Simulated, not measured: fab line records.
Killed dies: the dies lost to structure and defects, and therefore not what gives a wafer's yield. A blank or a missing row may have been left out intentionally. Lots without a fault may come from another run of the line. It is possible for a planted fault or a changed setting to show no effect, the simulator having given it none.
2 desks, one fault ; flow n5-finfet ; numbers are kept per desk, each desk with only its own; the story behind them comes last

THE METROLOGY DESK
What the gauges read for every lot (on any tool): the sampled wafers with a number, averaged. The brackets show how far a lot's mean lies from the usual mean; more than 4 standard deviations puts the lot out of limits, marked OUT. Only the readings that lie furthest out on some lot appear, 7 of the 11 it has.
Columns: A = DIBL_N at N5_BEOL_M4_RC_MEAS_101, usual 36.0 mV/V; B = DIBL_P at N5_BEOL_M4_RC_MEAS_101, usual 35.6 mV/V; C = ION_N at N5_BEOL_M4_RC_MEAS_101, usual 668 uA/um; D = SS_N at N5_BEOL_M4_RC_MEAS_101, usual 71.5 mV/dec; E = SS_P at N5_BEOL_M4_RC_MEAS_101, usual 73.4 mV/dec; F = VT_N at N5_BEOL_M4_RC_MEAS_101, usual 251 mV; G = V14_OVL at N5_BEOL_M15_OVL_MEAS_11, usual 2 nm
lot;first seen here;A;B;C;D;E;F;G
L122;day 8 22:11;36.5;35.4;670;70.6;73.5;250;8
L126;day 9 23:53;37.5;36.2;672;71.6;73.7;250;4
L125;day 10 10:39;36.4;35.9;675;71.5;73.3;248;-1
L127;day 11 01:40;35.6;35.5;660;72.2;73.1;254;5
L130;day 11 08:01;33.7;32.9;658;71.2;72.7;255;9
L131;day 12 13:13;33.9;34.3;659;71.6;72.8;253;7
L133;day 13 04:21;33.7;32.0;656;70.7;73.0;254;-6
L134;day 13 07:22;37.8;36.1;668;71.7;73.9;252;7
L138;day 13 20:47;34.7;35.3;665;71.1;73.1;250;7
L139;day 14 10:49;37.9;36.1;675;71.4;73.7;248;4
This desk found nothing out of limits on any of the 10 lots.

TOOL OWNER'S DESK, rie-diel-04
The tool's own readings at N5_FIN_SAQP_ETCH_67 (etches SiNx in CH3F/O2, target depth 30 nm): means of the sampled wafers that have a number, for each lot that ran on this tool. The brackets show how far a lot's mean lies from the usual mean; more than 4 standard deviations puts the lot out of limits, marked OUT.
Columns: A = drypump-motor-current-A at N5_FIN_SAQP_ETCH_67, usual 5.6 A; B = oes-product-au at N5_FIN_SAQP_ETCH_67, usual 0.77 a.u.; C = rf-vpp-V at N5_FIN_SAQP_ETCH_67, usual 298 V; D = showerhead-plenum-p-Torr at N5_FIN_SAQP_ETCH_67, usual 2.04 Torr; E = throttle-valve-pct at N5_FIN_SAQP_ETCH_67, usual 16.28 %
lot;first seen here;A;B;C;D;E
L125;day 2 19:16;6.1;0.77;297;2.07;16.61
L127;day 3 07:52;6.1;0.74;300;2.05;16.46
L133;day 4 21:17;5.6;0.71;309;2.04;16.40
L134;day 5 01:05;6.1;0.72;300;2.05;16.48
L138;day 6 01:35;5.9;0.67;303;2.05;16.54
L139;day 6 07:29;5.9;0.67;303;2.05;16.54
This desk found nothing out of limits on any of the 6 lots.

PUT TOGETHER
At the metrology desk, nothing out of limits was observed.
Nothing out of limits was seen by the tool owner's desk.

WHAT THE SIMULATOR PUT IN
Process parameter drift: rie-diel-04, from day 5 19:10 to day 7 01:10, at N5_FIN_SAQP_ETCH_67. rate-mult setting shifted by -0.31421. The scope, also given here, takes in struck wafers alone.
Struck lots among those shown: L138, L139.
